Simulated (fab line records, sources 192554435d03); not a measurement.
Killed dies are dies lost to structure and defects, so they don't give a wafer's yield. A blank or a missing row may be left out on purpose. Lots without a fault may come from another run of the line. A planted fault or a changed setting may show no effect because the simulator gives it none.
Chamber matching | flow n5_finfet | N5_BEOL_M0_SAQP_DESCUM_19 on rie_diel-04: 4 sister chambers
The step chemistry O2, time 7.9 s. 16 wafers are shown with their chamber, then 8 later ones without.

WAFERS WITH THEIR CHAMBER
wafer  | chamber | showerhead_plenum_p_Torr (Torr) | throttle_valve_pct (%) | oes_product_au (a.u.)
L080.2 | 2       | 2.19                            | 20.53                  | 0.74
L080.4 | 1       | 1.98                            | 20.56                  | 0.69
L080.5 | 0       | 2.08                            | 20.26                  | 1.00
L084.1 | 0       | 2.08                            | 20.28                  | 0.96
L084.3 | 1       | 1.98                            | 20.56                  | 0.70
L084.4 | 3       | 2.06                            | 20.60                  | 0.68
L085.1 | 2       | 2.19                            | 20.55                  | 0.73
L085.4 | 1       | 1.98                            | 20.58                  | 0.69
L085.6 | 2       | 2.19                            | 20.54                  | 0.73
L087.1 | 0       | 2.07                            | 20.28                  | 0.94
L087.2 | 1       | 1.98                            | 20.58                  | 0.70
L087.5 | 1       | 1.98                            | 20.58                  | 0.69
L090.2 | 2       | 2.19                            | 20.56                  | 0.72
L090.4 | 0       | 2.07                            | 20.29                  | 0.93
L090.6 | 1       | 1.98                            | 20.59                  | 0.68
L091.2 | 1       | 1.98                            | 20.59                  | 0.70

SIGNATURES (means of the wafers above)
reading                  | chamber 0 | chamber 1 | chamber 2 | chamber 3 | scatter within a chamber
showerhead_plenum_p_Torr | 2.0750    | 1.9800    | 2.1900    | 2.0600    | 0.00289
throttle_valve_pct       | 20.2775   | 20.5771   | 20.5450   | 20.6000   | 0.0126
oes_product_au           | 0.9575    | 0.6929    | 0.7300    | 0.6800    | 0.0169
Rule: a wafer's distance from a chamber is the root of the sum, over the readings, of the square of ((its reading less the chamber's mean) divided by the reading's scatter). The wafer belongs to the nearest chamber; if the next one is less than 2 further off, it can't be placed. The scatter: the root of (the sum of the squares of (reading less its chamber's mean) over the shown wafers, divided by (wafers less chambers)).

WAFERS WITHOUT THEIR CHAMBER
wafer  | showerhead_plenum_p_Torr (Torr) | throttle_valve_pct (%) | oes_product_au (a.u.)
L091.5 | 2.07                            | 20.27                  | 0.94
L091.6 | 1.98                            | 20.58                  | 0.69
L092.1 | 2.07                            | 20.29                  | 0.93
L092.2 | 2.19                            | 20.57                  | 0.72
L092.4 | 2.06                            | 20.62                  | 0.67
L096.2 | 2.06                            | 20.63                  | 0.66
L096.5 | 2.06                            | 20.61                  | 0.66
L096.6 | 2.07                            | 20.31                  | 0.91

WHICH CHAMBER EACH WENT THROUGH
wafer  | from the rows above | in truth
L091.5 | 0                   | 0
L091.6 | 1                   | 1
L092.1 | 0                   | 0
L092.2 | 2                   | 2
L092.4 | 3                   | 3
L096.2 | 3                   | 3
L096.5 | 3                   | 3
L096.6 | 0                   | 0
Placed correctly: 8 of 8. Can't be placed from these rows: 0. Placed wrongly: 0.
